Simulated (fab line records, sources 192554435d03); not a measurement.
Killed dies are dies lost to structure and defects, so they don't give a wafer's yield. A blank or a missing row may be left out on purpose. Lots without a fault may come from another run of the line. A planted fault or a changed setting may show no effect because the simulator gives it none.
fab line records | flow n5_finfet
record lots=9 wafers=27 last_day=18
route steps=1938 shown BEOL_M12@1639 BEOL_M13@1659 PASSIVATION@1936
lots that met no fault: from a run of the same line without faults
start_h: hours from the record's first day to the start of the lot's first wafer shown | wait_h: hours since the lot's step before | " the same as in the row above | L1.1+2: a row that stands for several wafers | - no value, or no start given | * or withheld: withheld | < > ~ a bound
route shown NAME@n: a module of which the file shows steps, and the number in the route of the first | usual: mean/standard deviation of fault-free wafers | same: alike in all rows | chamber/n: place in a boat | sites: the reading at each site | _std_site: their standard deviation | _edge_site: outer sites' mean less inner sites' | radius_mm: how far each site lies from the wafer's centre | mask NAME#n: copy n | behind: the tool/chamber that last shaped the wafer | hold: why the lot was held/for how many hours/how that ended | device: the transistor (n, p or np) that didn't switch | end of line: the same wafers' tests at the end of the route | a step without rows: its recipe alone | killed: dies lost to structure and defects at the first sort, not the wafer's yield | map: a wafer's dies, x killed, . not, _ none there
set.NAME: the setting as run; set.NAME@STEP: as run at that earlier step | model.NAME: the simulator's own value behind a step, which no gauge read
steps of the route over a sample of lots; a table a step, a row a wafer
services: from which hour (start_h, from the record's first day; less than 0 if before it) a tool's chamber was out of use, for how many hours, and why
## steps
# step N5_BEOL_M12_TRENCH_ETCH_34
# recipe chemistry=C4F8/O2/Ar target=SiOC target_depth_a=3189.5 mask_material=SOC pressure_mtorr=30 source_w=3000 bias_w=700 Ar_flow_sccm=400 C4F8_flow_sccm=15 O2_flow_sccm=8 he_inner_torr=15 he_outer_torr=30 time_s=125.5 ion_energy_ev=250
# usual drypump_motor_current_A=5.7/0.42 he_inner_torr=15.000/0.03 he_outer_torr=30.01/0.061 oes_product_au=0.82/0.068 rf_vpp_V=666.5/2.5 showerhead_plenum_p_Torr=3.46/0.094 throttle_valve_pct=24.23/0.21
# columns lot.wafer tool chamber start_h wait_h drypump_motor_current_A he_inner_torr he_outer_torr oes_product_au rf_hours_counter_h rf_vpp_V showerhead_plenum_p_Torr throttle_valve_pct
L560.2 rie_diel-06 1 228.35 0.0 6.0 15.003 30.07 0.86 55 671.5 3.63 24.11
L560.3 " 3 " " 5.7 15.001 30.00 0.74 197 665.0 3.37 24.53
L560.6 " 3 " " 5.6 14.987 29.95 0.75 - 663.6 3.37 24.51
L561.2 rie_diel-03 0 242.24 0.0 5.9 15.055 30.01 0.89 37 666.2 3.47 24.31
L561.5 " 2 " " 5.4 14.995 30.14 0.86 - 668.2 3.47 24.27
L561.6 " 1 " " 6.0 14.967 30.01 0.83 - 661.6 3.36 24.39
L565.1 rie_diel-01 0 261.42 0.0 6.7 15.018 30.03 0.88 29 668.4 3.48 24.01
L565.2 " 2 " " 5.3 14.985 30.09 0.92 13 662.7 3.36 24.12
L565.4 " 2 " " 5.3 15.014 30.10 0.92 - 665.8 3.36 24.11
L577.1 rie_diel-03 0 336.57 0.0 5.9 15.000 30.06 0.84 71 666.2 3.45 24.36
L577.3 " 1 " " 6.0 15.005 30.04 0.79 99 662.1 3.34 24.43
L577.4 " 2 " " 5.3 15.008 30.01 0.81 85 665.8 3.45 24.32
L576.3 rie_diel-03 3 339.15 0.0 5.7 14.974 29.96 0.86 63 664.6 3.31 23.82
L576.4 " 1 " " 6.0 14.976 30.03 0.79 100 662.4 3.34 24.42
L576.6 " 1 " " 6.0 14.973 30.05 0.79 - 662.5 3.34 24.43
L578.2 rie_diel-06 1 346.51 0.0 6.0 15.001 30.04 0.82 95 670.1 3.61 24.14
L578.4 " 0 " " 5.1 15.012 30.06 0.74 194 668.7 3.54 24.40
L578.6 " 1 " " 6.1 14.984 30.02 0.81 - 670.5 3.61 24.15
L582.2 rie_diel-01 2 361.68 0.0 5.3 14.987 29.95 0.88 43 663.5 3.35 24.15
L582.3 " 0 " " 6.7 14.992 29.94 0.84 59 664.9 3.46 24.05
L582.4 " 1 " " 6.4 15.022 29.95 0.79 130 665.8 3.43 23.93
L580.1 rie_diel-06 1 367.74 0.0 6.1 14.997 29.97 0.80 102 668.3 3.61 24.16
L580.4 " 0 " " 5.2 15.047 30.00 0.73 202 669.1 3.54 24.42
L580.6 " 3 " " 5.7 14.997 29.98 0.71 - 664.0 3.35 24.57
L583.1 rie_diel-06 1 387.47 0.0 6.1 15.014 30.11 0.79 111 671.1 3.60 24.17
L583.2 " 2 " " 5.6 15.013 29.99 0.85 67 668.3 3.47 24.22
L583.6 " 2 " " 5.5 14.967 30.09 0.85 - 666.2 3.47 24.21
# step N5_BEOL_M12_ANNEAL_48
# recipe temp_c=225 time_s=90 ambient=N2
# usual wafer_temp_C_max=226.00/0.19
# columns lot.wafer tool chamber start_h wait_h wafer_temp_C_max
L560.2 rtp_anneal-01 0 232.94 0.2 225.91
L560.3 " 0 " " 225.86
L560.6 " 0 " " 225.75
L561.2 rtp_anneal-01 0 243.82 0.1 226.18
L561.5 " 0 " " 225.91
L561.6 " 0 " " 225.85
L565.1 rtp_anneal-01 0 262.55 0.1 225.97
L565.2 " 0 " " 225.97
L565.4 " 0 " " 226.00
L577.1 rtp_anneal-01 0 341.79 0.1 226.01
L577.3 " 0 " " 225.82
L577.4 " 0 " " 225.85
L576.3 rtp_anneal-02 0 342.19 0.2 225.79
L576.4 " 0 " " 225.84
L576.6 " 0 " " 226.14
L578.2 rtp_anneal-02 0 349.59 0.4 226.05
L578.4 " 0 " " 226.04
L578.6 " 0 " " 226.02
L582.2 rtp_anneal-01 0 363.93 0.3 225.87
L582.3 " 0 " " 226.35
L582.4 " 0 " " 226.04
L580.1 rtp_anneal-02 0 370.35 0.2 225.98
L580.4 " 0 " " 226.11
L580.6 " 0 " " 226.07
L583.1 rtp_anneal-01 0 388.55 0.2 226.25
L583.2 " 0 " " 226.02
L583.6 " 0 " " 225.96
# step N5_BEOL_M13_ILD_DEP_00
# recipe material=SiOC target_thk_a=8379.2 temp_c=350 precursor=DEMS/O2 pressure_torr=5 rf_w=500 time_s=166.4
# usual heater_power_w=460/65 showerhead_plenum_p_Torr=5.695/0.018 throttle_valve_pct=11.7/0.56
# columns lot.wafer tool chamber start_h wait_h heater_power_w showerhead_plenum_p_Torr since_wet_clean_h throttle_valve_pct
L560.2 pecvd-01 1 233.68 0.0 403 5.676 2025 12.1
L560.3 " 0 " " 422 5.670 1300 12.3
L560.6 " 0 " " 448 5.679 - 12.0
L561.2 pecvd-02 0 244.57 0.0 522 5.710 767 11.6
L561.5 " 2 " " 514 5.718 - 11.3
L561.6 " 1 " " 511 5.706 - 12.3
L565.1 pecvd-01 0 263.33 0.0 442 5.658 1330 11.9
L565.2 " 1 " " 434 5.684 2055 12.1
L565.4 " 2 " " 444 5.684 - 10.9
L577.1 pecvd-01 1 342.57 0.0 359 5.682 2134 11.7
L577.3 " 2 " " 438 5.693 655 10.8
L577.4 " 2 " " 457 5.674 - 10.7
L576.3 pecvd-01 2 342.89 0.0 446 5.688 655 10.7
L576.4 " 2 " " 347 5.676 - 10.9
L576.6 " 0 " " 453 5.664 - 11.8
L578.2 pecvd-02 2 350.36 0.0 476 5.731 106 11.2
L578.4 " 2 " " 488 5.711 - 11.5
L578.6 " 1 " " 410 5.695 - 12.7
L582.2 pecvd-04 2 364.90 0.0 562 5.685 496 11.1
L582.3 " 0 " " 436 5.700 1250 11.9
L582.4 " 0 " " 355 5.705 - 11.9
L580.1 pecvd-02 0 371.13 0.0 461 5.701 894 11.6
L580.4 " 2 " " 512 5.745 - 11.5
L580.6 " 0 " " 499 5.717 - 11.7
L583.1 pecvd-02 1 389.38 0.0 534 5.693 1637 12.6
L583.2 " 2 " " 486 5.729 145 11.8
L583.6 " 1 " " 433 5.691 - 12.6
# step N5_BEOL_M13_INSPECT_12
# recipe mode=adi inspect_instrument=macro
# usual raw_defect_count=1.9/1.3
# columns lot.wafer tool chamber start_h wait_h raw_defect_count
L560.2 defect_inspect-01 - 234.18 0.0 0
L560.3 " - " " 1
L560.6 " - " " 0
L561.2 defect_inspect-02 - 245.08 0.0 0
L561.5 " - " " 4
L561.6 " - " " 4
L565.1 defect_inspect-01 - 263.97 0.0 2
L565.2 " - " " 1
L565.4 " - " " 1
L577.1 defect_inspect-01 - 343.08 0.0 >300
L577.3 " - " " >300
L577.4 " - " " >300
L576.3 defect_inspect-01 - 343.40 0.0 >300
L576.4 " - " " >300
L576.6 " - " " >300
L578.2 defect_inspect-02 - 350.99 0.0 1
L578.4 " - " " 3
L578.6 " - " " 2
L582.2 defect_inspect-01 - 365.41 0.0 0
L582.3 " - " " 0
L582.4 " - " " 2
L580.1 defect_inspect-01 - 371.76 0.0 1
L580.4 " - " " 1
L580.6 " - " " 3
L583.1 defect_inspect-02 - 389.89 0.0 4
L583.2 " - " " 2
L583.6 " - " " 2
# step N5_BEOL_M13_VIA_ETCH_16
# recipe chemistry=C4F8/O2/Ar target=SiOC pressure_mtorr=30 source_w=3000 bias_w=700 Ar_flow_sccm=400 C4F8_flow_sccm=15 O2_flow_sccm=8 he_inner_torr=15 he_outer_torr=30 target_depth_a=9217 time_s=withheld ion_energy_ev=250 ends=cleared
# usual drypump_motor_current_A=5.8/0.56 he_inner_torr=15.006/0.028 he_outer_torr=30.00/0.058 oes_product_au=0.76/0.076 rf_vpp_V=667/3 showerhead_plenum_p_Torr=3.46/0.095 throttle_valve_pct=24.14/0.26
# columns lot.wafer tool chamber start_h wait_h drypump_motor_current_A he_inner_torr he_outer_torr oes_product_au rf_vpp_V showerhead_plenum_p_Torr throttle_valve_pct
L560.2 rie_diel-02 3 234.30 0.0 6.5 15.025 30.05 0.69 666 3.41 24.33
L560.3 " 0 " " 5.1 15.042 30.00 0.89 672 3.59 23.77
L560.6 " 2 " " 6.7 15.025 30.06 0.73 667 3.44 24.52
L561.2 rie_diel-04 0 245.20 0.0 5.4 15.052 29.99 0.85 667 3.48 24.36
L561.5 " 1 " " 5.4 14.987 30.05 0.88 668 3.51 23.86
L561.6 " 0 " " 5.4 15.041 29.99 0.85 667 3.48 24.37
L565.1 rie_diel-02 2 264.09 0.0 6.8 15.000 29.91 0.72 666 3.44 24.53
L565.2 " 1 " " 6.2 15.012 30.05 0.81 664 3.38 24.29
L565.4 " 0 " " 5.0 14.965 30.04 0.87 670 3.59 23.79
L577.1 rie_diel-05 2 343.25 0.0 6.5 14.964 29.96 0.75 662 3.34 24.27
L577.3 " 1 " " 5.6 15.009 30.02 0.66 661 3.28 24.13
L577.4 " 2 " " 6.5 15.051 30.02 0.75 663 3.34 24.25
L576.3 rie_diel-04 0 343.73 0.0 5.4 15.006 30.04 0.78 667 3.46 24.39
L576.4 " 2 " " 5.7 15.006 30.06 0.85 667 3.51 23.94
L576.6 " 2 " " 5.7 15.013 30.10 0.85 667 3.51 23.93
L578.2 rie_diel-04 3 351.11 0.0 5.4 15.012 29.93 0.76 671 3.60 23.84
L578.4 " 0 " " 5.4 14.999 30.11 0.78 667 3.46 24.40
L578.6 " 3 " " 5.5 15.043 29.99 0.76 671 3.60 23.82
L582.2 rie_diel-04 1 365.81 0.0 5.3 14.981 30.06 0.79 668 3.49 23.90
L582.3 " 3 " " 5.5 14.965 30.07 0.76 672 3.60 23.83
L582.4 " 0 " " 5.4 14.971 29.90 0.79 665 3.46 24.40
L580.1 rie_diel-02 0 371.88 0.0 5.1 14.967 30.09 0.81 672 3.57 23.83
L580.4 " 2 " " 6.8 15.043 29.99 0.69 666 3.42 24.58
L580.6 " 0 " " 5.1 15.012 29.94 0.80 670 3.57 23.83
L583.1 rie_diel-02 3 390.30 0.0 6.5 14.962 30.01 0.65 666 3.39 24.38
L583.2 " 1 " " 6.2 14.980 29.96 0.75 663 3.36 24.33
L583.6 " 0 " " 5.0 15.049 30.04 0.81 670 3.57 23.83
# step N5_PASSIVATION_PROBE_49
# usual defect_limited_yield=91.6/1.6 killed_at_M0_to_M3=31/10 killed_at_M4_up=14/6.3 killed_at_contacts=12/6.1 killed_at_front_end=39/12 killed_at_other=3.7/2.8 killed_dies=100/19 killed_on_rim=13/4.2 killed_open=66/14 killed_short=33/8.1 sort_bin_5_function=5.0/1.1 sort_bin_6_memory=3.2/0.66 sort_n_pass=1080/18 sort_yield_pct=91.6/1.6
# same gross_dies=1180 killed_at_back_side=0 sort_bin_4_leakage[%]=0 sort_bin_8_speed[%]=0
# columns lot.wafer tool chamber start_h wait_h defect_limited_yield[%] killed_at_M0_to_M3 killed_at_M4_up killed_at_contacts killed_at_front_end killed_at_other killed_dies killed_on_rim killed_open killed_short sort_bin_5_function[%] sort_bin_6_memory[%] sort_n_pass sort_yield_pct[%]
L577.1 prober-02 - 376.70 0.0 83.2 45 78 21 50 4 198 32 91 43 10.5 4.3 982 83.2
L577.3 prober-02 - 376.80 0.1 84.2 36 66 25 55 5 187 39 80 48 9.4 4.9 993 84.2
L577.4 prober-02 - 376.85 0.2 84.2 27 70 11 74 4 186 41 88 46 10.5 4.3 994 84.2
L576.3 prober-01 - 376.97 0.1 88.1 19 70 6 45 1 141 26 66 25 6.9 3.1 1039 88.1
L576.4 prober-01 - 377.02 0.2 86.3 23 70 8 57 4 162 29 65 48 7.8 4.5 1018 86.3
L576.6 prober-01 - 377.12 0.3 83.9 16 117 7 50 0 190 19 47 33 9.6 4.2 990 83.9
# killed by level:class
L577.1 BEOL_M13:unspecified=62 FIN_SAQP:geometric_particle:open=18 MOL_CONTACT_COAG:geometric_particle:open=16 FIN_SAQP:geometric_particle:short=13 BEOL_M2:geometric_particle:open=13 BEOL_M0_SAQP:geometric_particle:short=10 BEOL_M0_SAQP:geometric_particle:open=9 BEOL_M4:geometric_particle:open=8
L577.3 BEOL_M13:unspecified=53 MOL_CONTACT_COAG:geometric_particle:open=22 FIN_SAQP:geometric_particle:short=17 FIN_SAQP:geometric_particle:open=8 BEOL_M2:geometric_particle:open=8 BEOL_M1:geometric_particle:open=7 STI_FIN_REVEAL:geometric_particle:open=7 GATE_CUT:geometric_particle:short=7
L577.4 BEOL_M13:unspecified=48 STI_FIN_REVEAL:geometric_particle:open=23 FIN_SAQP:geometric_particle:open=15 BEOL_M4:geometric_particle:open=12 FIN_SAQP:geometric_particle:short=11 MOL_CONTACT_COAG:geometric_particle:open=9 BEOL_M0_SAQP:geometric_particle:open=6 BEOL_M0_SAQP:geometric_particle:short=6
L576.3 BEOL_M13:unspecified=49 STI_FIN_REVEAL:geometric_particle:open=10 FIN_SAQP:geometric_particle:short=8 DUMMY_GATE:geometric_particle:open=8 BEOL_M4:geometric_particle:open=7 BEOL_M5:geometric_particle:open=7 BEOL_M3:geometric_particle:open=6 GATE_CUT:geometric_particle:open=5
L576.4 BEOL_M13:unspecified=49 GATE_CUT:geometric_particle:short=12 GATE_CUT:geometric_particle:open=9 BEOL_M4:geometric_particle:open=9 FIN_SAQP:geometric_particle:open=8 BEOL_M0_SAQP:geometric_particle:short=8 STI_FIN_REVEAL:geometric_particle:open=6 MOL_CONTACT_COAG:geometric_particle:open=6
L576.6 BEOL_M13:unspecified=109 FIN_SAQP:geometric_particle:open=12 FIN_SAQP:geometric_particle:short=11 GATE_CUT:geometric_particle:short=7 MOL_CONTACT_COAG:geometric_particle:open=7 DUMMY_GATE:geometric_particle:short=4 BEOL_M1:geometric_particle:open=4 BEOL_M4:geometric_particle:open=4
## services
# columns tool chamber start_h hours kind
pecvd-02 - 206.05 3.1 repair
pecvd-02 2 215.16 - clean
pecvd-02 2 215.16 - consumable_replace:showerhead
pecvd-02 2 215.16 29.0 scheduled_down
pecvd-02 2 215.16 29.0 vent_cycle
pecvd-02 - 217.20 2.8 pm
rie_diel-04 1 220.95 - clean
rie_diel-04 1 220.95 - consumable_replace:focus_ring
rie_diel-04 1 220.95 21.6 scheduled_down
rie_diel-04 1 220.95 21.6 vent_cycle
rie_diel-03 - 221.21 0.3 repair
pecvd-02 1 235.00 3.7 repair
rie_diel-04 2 265.06 - clean
rie_diel-04 2 265.06 - consumable_replace:focus_ring
pecvd-04 1 265.09 6.4 repair
rie_diel-03 1 267.61 8.5 repair
rie_diel-01 - 282.13 15.6 pm
rie_diel-03 0 288.61 3.7 repair
pecvd-04 0 302.31 12.1 repair
rie_diel-06 - 319.09 2.8 pm
rie_diel-02 0 324.30 6.3 repair
pecvd-01 2 347.36 12.4 repair
rie_diel-06 3 347.85 6.3 repair
rie_diel-03 1 374.86 2.7 repair
## key
first_sign step=N5_BEOL_M13_INSPECT_12 reading=raw_defect_count direction=up sigmas=99+ usual=1.9 struck=>300
effect step=N5_PASSIVATION_PROBE_49 reading=killed_at_M4_up direction=up sigmas=10 usual=14 struck=78
more_kills_born_at N5_BEOL_M13_ILD_DEP_00@pecvd-01=370
met_at N5_BEOL_M13_ILD_DEP_00
struck_lots L576,L577
not_acting_at N5_BEOL_M12_TRENCH_ETCH_34,N5_BEOL_M12_ANNEAL_48,N5_BEOL_M13_VIA_ETCH_16
onset_between 263.33 342.57
fault kind=chamber_particle_source tool=pecvd-01 chamber=- onset_h=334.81 steps=N5_BEOL_M13_ILD_DEP_00 rate_per_visit_cm2=0.59222 end_h=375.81
